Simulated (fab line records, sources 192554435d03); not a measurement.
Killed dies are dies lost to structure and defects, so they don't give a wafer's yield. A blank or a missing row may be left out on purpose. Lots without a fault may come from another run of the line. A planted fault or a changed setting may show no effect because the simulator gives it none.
fab line records | flow n5_finfet
record lots=7 wafers=21
route steps=1938 shown PASSIVATION@1901
start_h: hours from the record's first day to the start of the lot's first wafer shown | wait_h: hours since the lot's step before | " the same as in the row above | L1.1+2: a row that stands for several wafers | - no value, or no start given | * or withheld: withheld | < > ~ a bound
route shown NAME@n: a module of which the file shows steps, and the number in the route of the first | usual: mean/standard deviation of fault-free wafers | same: alike in all rows | chamber/n: place in a boat | sites: the reading at each site | _std_site: their standard deviation | _edge_site: outer sites' mean less inner sites' | radius_mm: how far each site lies from the wafer's centre | mask NAME#n: copy n | behind: the tool/chamber that last shaped the wafer | hold: why the lot was held/for how many hours/how that ended | device: the transistor (n, p or np) that didn't switch | end of line: the same wafers' tests at the end of the route | a step without rows: its recipe alone | killed: dies lost to structure and defects at the first sort, not the wafer's yield | map: a wafer's dies, x killed, . not, _ none there
set.NAME: the setting as run; set.NAME@STEP: as run at that earlier step | model.NAME: the simulator's own value behind a step, which no gauge read
lots whose settings were changed on purpose; a table a step, a row a wafer
## steps
# step N5_PASSIVATION_EXPOSE_27
# recipe mask_id=PAD na=0.55 source_shape=conventional sigma_outer=0.8 polarization=unpolarized defocus_nm=0 dose_mj=32.3
# columns lot.wafer tool chamber start_h wait_h mask set.dose_mj
L085.1+2 krf_scanner-01 0 340.76 - PAD#0 31.38
L085.3 " 0 " " PAD#0 32.3
L084.3+4 krf_scanner-01 0 349.78 - PAD#0 32.3
L084.5 " 0 " " PAD#0 30.57
L086.3+4+5 krf_scanner-01 0 350.54 - PAD#0 32.3
L089.1 krf_scanner-02 0 366.38 - PAD#0 30.66
L089.5+6 " 0 " " PAD#0 32.3
L090.2+5 krf_scanner-02 0 374.05 - PAD#0 30.37
L090.4 " 0 " " PAD#0 32.3
L096.1+6 krf_scanner-01 0 400.47 - PAD#0 32.3
L096.2 " 0 " " PAD#0 29.91
L097.2+5 krf_scanner-02 0 426.26 - PAD#0 30.53
L097.4 " 0 " " PAD#0 32.3
# step N5_PASSIVATION_PEB_28
# recipe peb_temp_c=withheld peb_time_s=*
# step N5_PASSIVATION_DEVELOP_29
# recipe develop_time_s=60 rinse_liquid=diw dry=air_spin dev_temp_c=21
# step N5_PASSIVATION_HARDBAKE_31
# recipe temp_c=130 time_s=120
# step N5_PASSIVATION_CD_MEAS_30
# recipe target_cd_nm=4000 landing_energy_ev=500 detector=se_inlens polarity=opening
# usual cd_nm=4000.8/2.4
# columns lot.wafer tool chamber start_h wait_h set.dose_mj@PASSIVATION_EXPOSE_27 cd_nm
L085.1 cd_sem-02 0 340.94 - 31.38 3998.7
L085.2 " 0 " " 31.38 3996.7
L085.3 " 0 " " 32.3 3998.1
L084.3 cd_sem-03 0 349.95 - 32.3 4003.0
L084.4 " 0 " " 32.3 4002.9
L084.5 " 0 " " 30.57 3991.3
L086.3 cd_sem-02 0 350.71 - 32.3 3997.4
L086.4 " 0 " " 32.3 4000.3
L086.5 " 0 " " 32.3 4002.0
L089.1 cd_sem-03 0 366.56 - 30.66 3989.8
L089.5 " 0 " " 32.3 3996.2
L089.6 " 0 " " 32.3 4000.8
L090.2 cd_sem-03 0 374.23 - 30.37 3990.7
L090.4 " 0 " " 32.3 4001.6
L090.5 " 0 " " 30.37 3991.7
L096.1 cd_sem-03 0 400.65 - 32.3 3998.8
L096.2 " 0 " " 29.91 3990.6
L096.6 " 0 " " 32.3 4002.1
L097.2 cd_sem-01 0 426.43 - 30.53 3992.3
L097.4 " 0 " " 32.3 4004.2
L097.5 " 0 " " 30.53 3992.0
## key
split step=N5_PASSIVATION_EXPOSE_27 setting=dose_mj stated=32.3 by=wafer
response step=N5_PASSIVATION_CD_MEAS_30 reading=cd_nm change=+1.69 per=1% r=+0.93
